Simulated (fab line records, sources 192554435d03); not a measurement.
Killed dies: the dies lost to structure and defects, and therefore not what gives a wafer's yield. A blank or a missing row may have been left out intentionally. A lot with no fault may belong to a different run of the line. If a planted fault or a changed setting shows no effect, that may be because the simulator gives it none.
What tool caused it? / flow n5Finfet / 72 wafers from 24 lots sampled at 6 of the route's 1938 steps

== WHAT THE GAUGES SHOWED, per wafer ==
N5_BEOL_M2_OVL_MEAS_12. Usual: for M2_OVL the level is 0.2 nm and the standard deviation is 0.59.
lot=L074; measured=day 6 19:26; on=overlay-01; M2_OVL (nm)=0.0 0.7 -0.3; flag=
lot=L075; measured=day 6 23:31; on=overlay-01; M2_OVL (nm)=1.1 0.8 -0.3; flag=
lot=L077; measured=day 7 01:52; on=overlay-02; M2_OVL (nm)=0.3 0.3 1.5; flag=
lot=L078; measured=day 7 12:00; on=overlay-01; M2_OVL (nm)=0.3 0.9 -0.4; flag=
lot=L079; measured=day 7 18:07; on=overlay-02; M2_OVL (nm)=-0.4 -0.4 0.1; flag=
lot=L080; measured=day 8 01:59; on=overlay-02; M2_OVL (nm)=-0.1 0.7 1.1; flag=
lot=L081; measured=day 8 02:32; on=overlay-01; M2_OVL (nm)=1.0 0.1 0.5; flag=
lot=L082; measured=day 8 13:29; on=overlay-02; M2_OVL (nm)=-0.4 0.5 0.7; flag=
lot=L083; measured=day 8 20:10; on=overlay-01; M2_OVL (nm)=0.2 0.6 0.1; flag=
lot=L084; measured=day 8 23:38; on=overlay-02; M2_OVL (nm)=0.2 0.6 0.3; flag=
lot=L085; measured=day 9 06:25; on=overlay-02; M2_OVL (nm)=-0.1 -0.7 0.5; flag=
lot=L086; measured=day 9 12:27; on=overlay-01; M2_OVL (nm)=-0.3 0.9 -0.5; flag=
lot=L087; measured=day 9 18:08; on=overlay-01; M2_OVL (nm)=0.8 -0.1 1.5; flag=
lot=L089; measured=day 9 23:43; on=overlay-01; M2_OVL (nm)=-0.1 -0.7 -0.4; flag=
lot=L088; measured=day 9 23:32; on=overlay-02; M2_OVL (nm)=0.1 -0.4 -0.1; flag=
lot=L090; measured=day 10 08:29; on=overlay-02; M2_OVL (nm)=-1.0 -0.5 0.0; flag=
lot=L091; measured=day 10 14:32; on=overlay-02; M2_OVL (nm)=-0.9 0.4 0.3; flag=
lot=L092; measured=day 10 21:29; on=overlay-01; M2_OVL (nm)=0.2 0.6 0.9; flag=
lot=L093; measured=day 11 08:01; on=overlay-02; M2_OVL (nm)=-0.1 0.5 -0.2; flag=
lot=L076; measured=day 11 12:52; on=overlay-01; M2_OVL (nm)=0.0 -0.9 -0.2; flag=
lot=L094; measured=day 12 06:17; on=overlay-01; M2_OVL (nm)=1.9 0.7 0.7; flag=
lot=L095; measured=day 12 11:25; on=overlay-01; M2_OVL (nm)=0.7 0.7 -0.2; flag=
lot=L097; measured=day 12 15:28; on=overlay-02; M2_OVL (nm)=-0.3 -0.1 -0.3; flag=
lot=L096; measured=day 12 18:14; on=overlay-02; M2_OVL (nm)=-0.8 -0.3 -1.2; flag=

== WHICH TOOL RAN EACH LOT (tool, then ch and the chambers of the sampled wafers, then the start) ==
lot=L074; N5_BEOL_M1_SPUTTER_86=pvdSputter-02, day 6 16:21; N5_BEOL_M1_ANNEAL_87=pvdSputter-02, day 6 16:26; N5_BEOL_M1_ANNEAL_89=pvdSputter-02, day 6 16:39; N5_BEOL_M1_ANNEAL_93=pvdSputter-02, day 6 17:05; N5_BEOL_M2_PECVD_72=pecvd-01 ch 1,2, day 6 18:49
lot=L075; N5_BEOL_M1_SPUTTER_86=pvdSputter-01, day 6 19:38; N5_BEOL_M1_ANNEAL_87=pvdSputter-01, day 6 19:43; N5_BEOL_M1_ANNEAL_89=pvdSputter-01, day 6 19:56; N5_BEOL_M1_ANNEAL_93=pvdSputter-01, day 6 20:23; N5_BEOL_M2_PECVD_72=pecvd-04 ch 0,1, day 6 22:04
lot=L077; N5_BEOL_M1_SPUTTER_86=pvdSputter-02, day 6 22:32; N5_BEOL_M1_ANNEAL_87=pvdSputter-02, day 6 22:37; N5_BEOL_M1_ANNEAL_89=pvdSputter-02, day 6 22:50; N5_BEOL_M1_ANNEAL_93=pvdSputter-02, day 6 23:16; N5_BEOL_M2_PECVD_72=pecvd-03 ch 0,1, day 7 00:58
lot=L078; N5_BEOL_M1_SPUTTER_86=pvdSputter-01, day 7 07:44; N5_BEOL_M1_ANNEAL_87=pvdSputter-01, day 7 07:49; N5_BEOL_M1_ANNEAL_89=pvdSputter-01, day 7 08:02; N5_BEOL_M1_ANNEAL_93=pvdSputter-01, day 7 08:29; N5_BEOL_M2_PECVD_72=pecvd-03 ch 0,2, day 7 10:03
lot=L079; N5_BEOL_M1_SPUTTER_86=pvdSputter-02, day 7 14:17; N5_BEOL_M1_ANNEAL_87=pvdSputter-02, day 7 14:22; N5_BEOL_M1_ANNEAL_89=pvdSputter-02, day 7 14:35; N5_BEOL_M1_ANNEAL_93=pvdSputter-02, day 7 15:01; N5_BEOL_M2_PECVD_72=pecvd-01 ch 0,2, day 7 16:37
lot=L080; N5_BEOL_M1_SPUTTER_86=pvdSputter-01, day 7 19:32; N5_BEOL_M1_ANNEAL_87=pvdSputter-01, day 7 19:37; N5_BEOL_M1_ANNEAL_89=pvdSputter-01, day 7 19:50; N5_BEOL_M1_ANNEAL_93=pvdSputter-01, day 7 20:17; N5_BEOL_M2_PECVD_72=pecvd-03 ch 0,1,2, day 7 21:52
lot=L081; N5_BEOL_M1_SPUTTER_86=pvdSputter-02, day 7 22:24; N5_BEOL_M1_ANNEAL_87=pvdSputter-02, day 7 22:29; N5_BEOL_M1_ANNEAL_89=pvdSputter-02, day 7 22:42; N5_BEOL_M1_ANNEAL_93=pvdSputter-02, day 7 23:08; N5_BEOL_M2_PECVD_72=pecvd-03 ch 1,2, day 8 00:43
lot=L082; N5_BEOL_M1_SPUTTER_86=pvdSputter-02, day 8 09:58; N5_BEOL_M1_ANNEAL_87=pvdSputter-02, day 8 10:02; N5_BEOL_M1_ANNEAL_89=pvdSputter-02, day 8 10:16; N5_BEOL_M1_ANNEAL_93=pvdSputter-02, day 8 10:42; N5_BEOL_M2_PECVD_72=pecvd-01 ch 1,2, day 8 12:20
lot=L083; N5_BEOL_M1_SPUTTER_86=pvdSputter-02, day 8 15:11; N5_BEOL_M1_ANNEAL_87=pvdSputter-02, day 8 15:16; N5_BEOL_M1_ANNEAL_89=pvdSputter-02, day 8 15:29; N5_BEOL_M1_ANNEAL_93=pvdSputter-02, day 8 15:55; N5_BEOL_M2_PECVD_72=pecvd-04 ch 0,2, day 8 17:42
lot=L084; N5_BEOL_M1_SPUTTER_86=pvdSputter-03, day 8 19:59; N5_BEOL_M1_ANNEAL_87=pvdSputter-03, day 8 20:04; N5_BEOL_M1_ANNEAL_89=pvdSputter-03, day 8 20:17; N5_BEOL_M1_ANNEAL_93=pvdSputter-03, day 8 20:44; N5_BEOL_M2_PECVD_72=pecvd-03 ch 1,2, day 8 22:34
lot=L085; N5_BEOL_M1_SPUTTER_86=pvdSputter-03, day 9 02:48; N5_BEOL_M1_ANNEAL_87=pvdSputter-03, day 9 02:53; N5_BEOL_M1_ANNEAL_89=pvdSputter-03, day 9 03:06; N5_BEOL_M1_ANNEAL_93=pvdSputter-03, day 9 03:32; N5_BEOL_M2_PECVD_72=pecvd-03 ch 0,1,2, day 9 05:18
lot=L086; N5_BEOL_M1_SPUTTER_86=pvdSputter-01, day 9 09:20; N5_BEOL_M1_ANNEAL_87=pvdSputter-01, day 9 09:25; N5_BEOL_M1_ANNEAL_89=pvdSputter-01, day 9 09:38; N5_BEOL_M1_ANNEAL_93=pvdSputter-01, day 9 10:05; N5_BEOL_M2_PECVD_72=pecvd-04 ch 0,1,2, day 9 11:43
lot=L087; N5_BEOL_M1_SPUTTER_86=pvdSputter-03, day 9 12:52; N5_BEOL_M1_ANNEAL_87=pvdSputter-03, day 9 12:57; N5_BEOL_M1_ANNEAL_89=pvdSputter-03, day 9 13:10; N5_BEOL_M1_ANNEAL_93=pvdSputter-03, day 9 13:37; N5_BEOL_M2_PECVD_72=pecvd-03 ch 0,1, day 9 15:11
lot=L089; N5_BEOL_M1_SPUTTER_86=pvdSputter-01, day 9 20:32; N5_BEOL_M1_ANNEAL_87=pvdSputter-01, day 9 20:37; N5_BEOL_M1_ANNEAL_89=pvdSputter-01, day 9 20:50; N5_BEOL_M1_ANNEAL_93=pvdSputter-01, day 9 21:17; N5_BEOL_M2_PECVD_72=pecvd-03 ch 0,1, day 9 22:57
lot=L088; N5_BEOL_M1_SPUTTER_86=pvdSputter-03, day 9 20:37; N5_BEOL_M1_ANNEAL_87=pvdSputter-03, day 9 20:42; N5_BEOL_M1_ANNEAL_89=pvdSputter-03, day 9 20:55; N5_BEOL_M1_ANNEAL_93=pvdSputter-03, day 9 21:22; N5_BEOL_M2_PECVD_72=pecvd-01 ch 0,2, day 9 22:56
lot=L090; N5_BEOL_M1_SPUTTER_86=pvdSputter-03, day 10 05:40; N5_BEOL_M1_ANNEAL_87=pvdSputter-03, day 10 05:45; N5_BEOL_M1_ANNEAL_89=pvdSputter-03, day 10 05:58; N5_BEOL_M1_ANNEAL_93=pvdSputter-03, day 10 06:25; N5_BEOL_M2_PECVD_72=pecvd-03 ch 0,1, day 10 07:59
lot=L091; N5_BEOL_M1_SPUTTER_86=pvdSputter-01, day 10 09:52; N5_BEOL_M1_ANNEAL_87=pvdSputter-01, day 10 09:57; N5_BEOL_M1_ANNEAL_89=pvdSputter-01, day 10 10:10; N5_BEOL_M1_ANNEAL_93=pvdSputter-01, day 10 10:37; N5_BEOL_M2_PECVD_72=pecvd-03 ch 0,1, day 10 12:15
lot=L092; N5_BEOL_M1_SPUTTER_86=pvdSputter-02, day 10 17:17; N5_BEOL_M1_ANNEAL_87=pvdSputter-02, day 10 17:22; N5_BEOL_M1_ANNEAL_89=pvdSputter-02, day 10 17:35; N5_BEOL_M1_ANNEAL_93=pvdSputter-02, day 10 18:02; N5_BEOL_M2_PECVD_72=pecvd-03 ch 2, day 10 19:37
lot=L093; N5_BEOL_M1_SPUTTER_86=pvdSputter-01, day 11 02:55; N5_BEOL_M1_ANNEAL_87=pvdSputter-01, day 11 02:59; N5_BEOL_M1_ANNEAL_89=pvdSputter-01, day 11 03:13; N5_BEOL_M1_ANNEAL_93=pvdSputter-01, day 11 03:39; N5_BEOL_M2_PECVD_72=pecvd-03 ch 0,2, day 11 05:29
lot=L076; N5_BEOL_M1_SPUTTER_86=pvdSputter-02, day 11 10:03; N5_BEOL_M1_ANNEAL_87=pvdSputter-02, day 11 10:08; N5_BEOL_M1_ANNEAL_89=pvdSputter-02, day 11 10:21; N5_BEOL_M1_ANNEAL_93=pvdSputter-02, day 11 10:47; N5_BEOL_M2_PECVD_72=pecvd-03 ch 1,2, day 11 12:22
lot=L094; N5_BEOL_M1_SPUTTER_86=pvdSputter-02, day 11 14:58; N5_BEOL_M1_ANNEAL_87=pvdSputter-02, day 11 15:02; N5_BEOL_M1_ANNEAL_89=pvdSputter-02, day 11 15:16; N5_BEOL_M1_ANNEAL_93=pvdSputter-02, day 11 23:42; N5_BEOL_M2_PECVD_72=pecvd-03 ch 0,1,2, day 12 01:17
lot=L095; N5_BEOL_M1_SPUTTER_86=pvdSputter-03, day 12 08:07; N5_BEOL_M1_ANNEAL_87=pvdSputter-03, day 12 08:11; N5_BEOL_M1_ANNEAL_89=pvdSputter-03, day 12 08:25; N5_BEOL_M1_ANNEAL_93=pvdSputter-03, day 12 08:51; N5_BEOL_M2_PECVD_72=pecvd-03 ch 0,1, day 12 10:35
lot=L097; N5_BEOL_M1_SPUTTER_86=pvdSputter-02, day 12 11:56; N5_BEOL_M1_ANNEAL_87=pvdSputter-02, day 12 12:01; N5_BEOL_M1_ANNEAL_89=pvdSputter-02, day 12 12:14; N5_BEOL_M1_ANNEAL_93=pvdSputter-02, day 12 12:40; N5_BEOL_M2_PECVD_72=pecvd-03 ch 0,1, day 12 14:16
lot=L096; N5_BEOL_M1_SPUTTER_86=pvdSputter-03, day 12 13:41; N5_BEOL_M1_ANNEAL_87=pvdSputter-03, day 12 13:46; N5_BEOL_M1_ANNEAL_89=pvdSputter-03, day 12 13:59; N5_BEOL_M1_ANNEAL_93=pvdSputter-03, day 12 14:25; N5_BEOL_M2_PECVD_72=pecvd-03 ch 1,2, day 12 16:28
- N5_BEOL_M1_SPUTTER_86: material Cu, target thk 4.5 nm, time 8.29 s.
- N5_BEOL_M1_ANNEAL_87: time 240 s.
- N5_BEOL_M1_ANNEAL_89: time 240 s.
- N5_BEOL_M1_ANNEAL_93: time 240 s.
- N5_BEOL_M2_PECVD_72: deposits SiO2 from TEOS/O2, target thk 16 nm, time 18 s.

== WHAT THE TOOLS THEMSELVES READ (means of the sampled wafers that have a number; where no wafer has one, the mark that the record gives instead) ==
N5_BEOL_M1_SPUTTER_86. Usual: throttleValvePct reads 29.5 % (standard deviation 1.2).
lot=L074; tool=pvdSputter-02; throttleValvePct (%)=30.4; flag=
lot=L075; tool=pvdSputter-01; throttleValvePct (%)=28.9; flag=
lot=L077; tool=pvdSputter-02; throttleValvePct (%)=29.6; flag=
lot=L078; tool=pvdSputter-01; throttleValvePct (%)=29.9; flag=
lot=L079; tool=pvdSputter-02; throttleValvePct (%)=29.5; flag=
lot=L080; tool=pvdSputter-01; throttleValvePct (%)=30.7; flag=
lot=L081; tool=pvdSputter-02; throttleValvePct (%)=30.2; flag=
lot=L082; tool=pvdSputter-02; throttleValvePct (%)=30.1; flag=
lot=L083; tool=pvdSputter-02; throttleValvePct (%)=29.6; flag=
lot=L084; tool=pvdSputter-03; throttleValvePct (%)=28.1; flag=
lot=L085; tool=pvdSputter-03; throttleValvePct (%)=29.3; flag=
lot=L086; tool=pvdSputter-01; throttleValvePct (%)=29.0; flag=
lot=L087; tool=pvdSputter-03; throttleValvePct (%)=28.2; flag=
lot=L089; tool=pvdSputter-01; throttleValvePct (%)=29.4; flag=
lot=L088; tool=pvdSputter-03; throttleValvePct (%)=28.5; flag=
lot=L090; tool=pvdSputter-03; throttleValvePct (%)=29.1; flag=
lot=L091; tool=pvdSputter-01; throttleValvePct (%)=28.9; flag=
lot=L092; tool=pvdSputter-02; throttleValvePct (%)=29.8; flag=
lot=L093; tool=pvdSputter-01; throttleValvePct (%)=29.8; flag=
lot=L076; tool=pvdSputter-02; throttleValvePct (%)=30.2; flag=
lot=L094; tool=pvdSputter-02; throttleValvePct (%)=29.7; flag=
lot=L095; tool=pvdSputter-03; throttleValvePct (%)=29.1; flag=
lot=L097; tool=pvdSputter-02; throttleValvePct (%)=30.3; flag=
lot=L096; tool=pvdSputter-03; throttleValvePct (%)=29.0; flag=

N5_BEOL_M1_ANNEAL_87. Usual: heaterPowerW reads 799 W (standard deviation 58).
lot=L074; tool=pvdSputter-02; heaterPowerW (W)=811; flag=
lot=L075; tool=pvdSputter-01; heaterPowerW (W)=805; flag=
lot=L077; tool=pvdSputter-02; heaterPowerW (W)=810; flag=
lot=L078; tool=pvdSputter-01; heaterPowerW (W)=811; flag=
lot=L079; tool=pvdSputter-02; heaterPowerW (W)=804; flag=
lot=L080; tool=pvdSputter-01; heaterPowerW (W)=794; flag=
lot=L081; tool=pvdSputter-02; heaterPowerW (W)=815; flag=
lot=L082; tool=pvdSputter-02; heaterPowerW (W)=814; flag=
lot=L083; tool=pvdSputter-02; heaterPowerW (W)=852; flag=
lot=L084; tool=pvdSputter-03; heaterPowerW (W)=782; flag=
lot=L085; tool=pvdSputter-03; heaterPowerW (W)=845; flag=
lot=L086; tool=pvdSputter-01; heaterPowerW (W)=797; flag=
lot=L087; tool=pvdSputter-03; heaterPowerW (W)=781; flag=
lot=L089; tool=pvdSputter-01; heaterPowerW (W)=763; flag=
lot=L088; tool=pvdSputter-03; heaterPowerW (W)=716; flag=
lot=L090; tool=pvdSputter-03; heaterPowerW (W)=813; flag=
lot=L091; tool=pvdSputter-01; heaterPowerW (W)=801; flag=
lot=L092; tool=pvdSputter-02; heaterPowerW (W)=845; flag=
lot=L093; tool=pvdSputter-01; heaterPowerW (W)=758; flag=
lot=L076; tool=pvdSputter-02; heaterPowerW (W)=792; flag=
lot=L094; tool=pvdSputter-02; heaterPowerW (W)=842; flag=
lot=L095; tool=pvdSputter-03; heaterPowerW (W)=809; flag=
lot=L097; tool=pvdSputter-02; heaterPowerW (W)=794; flag=
lot=L096; tool=pvdSputter-03; heaterPowerW (W)=795; flag=

N5_BEOL_M1_ANNEAL_89. Usual: heaterPowerW reads 801 W (standard deviation 60).
lot=L074; tool=pvdSputter-02; heaterPowerW (W)=825; flag=
lot=L075; tool=pvdSputter-01; heaterPowerW (W)=810; flag=
lot=L077; tool=pvdSputter-02; heaterPowerW (W)=817; flag=
lot=L078; tool=pvdSputter-01; heaterPowerW (W)=813; flag=
lot=L079; tool=pvdSputter-02; heaterPowerW (W)=802; flag=
lot=L080; tool=pvdSputter-01; heaterPowerW (W)=793; flag=
lot=L081; tool=pvdSputter-02; heaterPowerW (W)=822; flag=
lot=L082; tool=pvdSputter-02; heaterPowerW (W)=813; flag=
lot=L083; tool=pvdSputter-02; heaterPowerW (W)=837; flag=
lot=L084; tool=pvdSputter-03; heaterPowerW (W)=777; flag=
lot=L085; tool=pvdSputter-03; heaterPowerW (W)=844; flag=
lot=L086; tool=pvdSputter-01; heaterPowerW (W)=796; flag=
lot=L087; tool=pvdSputter-03; heaterPowerW (W)=787; flag=
lot=L089; tool=pvdSputter-01; heaterPowerW (W)=774; flag=
lot=L088; tool=pvdSputter-03; heaterPowerW (W)=736; flag=
lot=L090; tool=pvdSputter-03; heaterPowerW (W)=799; flag=
lot=L091; tool=pvdSputter-01; heaterPowerW (W)=800; flag=
lot=L092; tool=pvdSputter-02; heaterPowerW (W)=832; flag=
lot=L093; tool=pvdSputter-01; heaterPowerW (W)=770; flag=
lot=L076; tool=pvdSputter-02; heaterPowerW (W)=801; flag=
lot=L094; tool=pvdSputter-02; heaterPowerW (W)=821; flag=
lot=L095; tool=pvdSputter-03; heaterPowerW (W)=806; flag=
lot=L097; tool=pvdSputter-02; heaterPowerW (W)=788; flag=
lot=L096; tool=pvdSputter-03; heaterPowerW (W)=795; flag=

N5_BEOL_M1_ANNEAL_93. Usual: heaterPowerW reads 805 W (standard deviation 58).
lot=L074; tool=pvdSputter-02; heaterPowerW (W)=811; flag=
lot=L075; tool=pvdSputter-01; heaterPowerW (W)=799; flag=
lot=L077; tool=pvdSputter-02; heaterPowerW (W)=818; flag=
lot=L078; tool=pvdSputter-01; heaterPowerW (W)=832; flag=
lot=L079; tool=pvdSputter-02; heaterPowerW (W)=811; flag=
lot=L080; tool=pvdSputter-01; heaterPowerW (W)=807; flag=
lot=L081; tool=pvdSputter-02; heaterPowerW (W)=814; flag=
lot=L082; tool=pvdSputter-02; heaterPowerW (W)=818; flag=
lot=L083; tool=pvdSputter-02; heaterPowerW (W)=842; flag=
lot=L084; tool=pvdSputter-03; heaterPowerW (W)=788; flag=
lot=L085; tool=pvdSputter-03; heaterPowerW (W)=855; flag=
lot=L086; tool=pvdSputter-01; heaterPowerW (W)=810; flag=
lot=L087; tool=pvdSputter-03; heaterPowerW (W)=775; flag=
lot=L089; tool=pvdSputter-01; heaterPowerW (W)=783; flag=
lot=L088; tool=pvdSputter-03; heaterPowerW (W)=739; flag=
lot=L090; tool=pvdSputter-03; heaterPowerW (W)=807; flag=
lot=L091; tool=pvdSputter-01; heaterPowerW (W)=809; flag=
lot=L092; tool=pvdSputter-02; heaterPowerW (W)=843; flag=
lot=L093; tool=pvdSputter-01; heaterPowerW (W)=779; flag=
lot=L076; tool=pvdSputter-02; heaterPowerW (W)=798; flag=
lot=L094; tool=pvdSputter-02; heaterPowerW (W)=847; flag=
lot=L095; tool=pvdSputter-03; heaterPowerW (W)=801; flag=
lot=L097; tool=pvdSputter-02; heaterPowerW (W)=798; flag=
lot=L096; tool=pvdSputter-03; heaterPowerW (W)=796; flag=

N5_BEOL_M2_PECVD_72. Usual: heaterPowerW 702 W, standard deviation 66; showerheadPlenumPTorr 8.76 Torr, standard deviation 0.046; throttleValvePct 21.8 %, standard deviation 1.1.
lot=L074; tool=pecvd-01; heaterPowerW (W)=579; showerheadPlenumPTorr (Torr)=8.75; throttleValvePct (%)=21.7; flag=
lot=L075; tool=pecvd-04; heaterPowerW (W)=799; showerheadPlenumPTorr (Torr)=8.78; throttleValvePct (%)=22.2; flag=
lot=L077; tool=pecvd-03; heaterPowerW (W)=659; showerheadPlenumPTorr (Torr)=8.76; throttleValvePct (%)=22.5; flag=
lot=L078; tool=pecvd-03; heaterPowerW (W)=708; showerheadPlenumPTorr (Torr)=8.74; throttleValvePct (%)=22.3; flag=
lot=L079; tool=pecvd-01; heaterPowerW (W)=693; showerheadPlenumPTorr (Torr)=8.83; throttleValvePct (%)=22.0; flag=
lot=L080; tool=pecvd-03; heaterPowerW (W)=711; showerheadPlenumPTorr (Torr)=8.76; throttleValvePct (%)=21.9; flag=
lot=L081; tool=pecvd-03; heaterPowerW (W)=716; showerheadPlenumPTorr (Torr)=8.74; throttleValvePct (%)=21.2; flag=
lot=L082; tool=pecvd-01; heaterPowerW (W)=639; showerheadPlenumPTorr (Torr)=8.74; throttleValvePct (%)=21.8; flag=
lot=L083; tool=pecvd-04; heaterPowerW (W)=735; showerheadPlenumPTorr (Torr)=8.77; throttleValvePct (%)=21.2; flag=
lot=L084; tool=pecvd-03; heaterPowerW (W)=634; showerheadPlenumPTorr (Torr)=8.77; throttleValvePct (%)=21.4; flag=
lot=L085; tool=pecvd-03; heaterPowerW (W)=732; showerheadPlenumPTorr (Torr)=8.75; throttleValvePct (%)=21.9; flag=
lot=L086; tool=pecvd-04; heaterPowerW (W)=812; showerheadPlenumPTorr (Torr)=8.78; throttleValvePct (%)=21.4; flag=
lot=L087; tool=pecvd-03; heaterPowerW (W)=685; showerheadPlenumPTorr (Torr)=8.78; throttleValvePct (%)=22.3; flag=
lot=L089; tool=pecvd-03; heaterPowerW (W)=665; showerheadPlenumPTorr (Torr)=8.76; throttleValvePct (%)=22.2; flag=
lot=L088; tool=pecvd-01; heaterPowerW (W)=658; showerheadPlenumPTorr (Torr)=8.76; throttleValvePct (%)=21.1; flag=
lot=L090; tool=pecvd-03; heaterPowerW (W)=655; showerheadPlenumPTorr (Torr)=8.76; throttleValvePct (%)=22.7; flag=
lot=L091; tool=pecvd-03; heaterPowerW (W)=711; showerheadPlenumPTorr (Torr)=8.76; throttleValvePct (%)=22.1; flag=
lot=L092; tool=pecvd-03; heaterPowerW (W)=671; showerheadPlenumPTorr (Torr)=8.70; throttleValvePct (%)=19.8; flag=
lot=L093; tool=pecvd-03; heaterPowerW (W)=785; showerheadPlenumPTorr (Torr)=8.72; throttleValvePct (%)=21.0; flag=
lot=L076; tool=pecvd-03; heaterPowerW (W)=728; showerheadPlenumPTorr (Torr)=8.73; throttleValvePct (%)=20.5; flag=
lot=L094; tool=pecvd-03; heaterPowerW (W)=681; showerheadPlenumPTorr (Torr)=8.74; throttleValvePct (%)=21.7; flag=
lot=L095; tool=pecvd-03; heaterPowerW (W)=658; showerheadPlenumPTorr (Torr)=8.76; throttleValvePct (%)=22.8; flag=
lot=L097; tool=pecvd-03; heaterPowerW (W)=643; showerheadPlenumPTorr (Torr)=8.76; throttleValvePct (%)=22.8; flag=
lot=L096; tool=pecvd-03; heaterPowerW (W)=735; showerheadPlenumPTorr (Torr)=8.72; throttleValvePct (%)=20.5; flag=

== THE ANSWER, worked out from the rows above alone ==
Rule: take the mean of a lot's wafers that have a number; if it is more than 3 standard deviations from the usual mean, the lot is off. Also off: a lot with no number at a reading for which 4 or more lots have one. Any other lot the step has rows for is counted as sound. After the gauges, taken in route order, come the tools' own readings; for these a lot's mean is taken, as printed above. The first step at which some lot is off is used, and at that step the reading that is off furthest; a lot without a number counts as furthest.
None of the lots is off at any reading shown; this tells nothing.

== WHAT THE SIMULATOR HAD PUT IN ==
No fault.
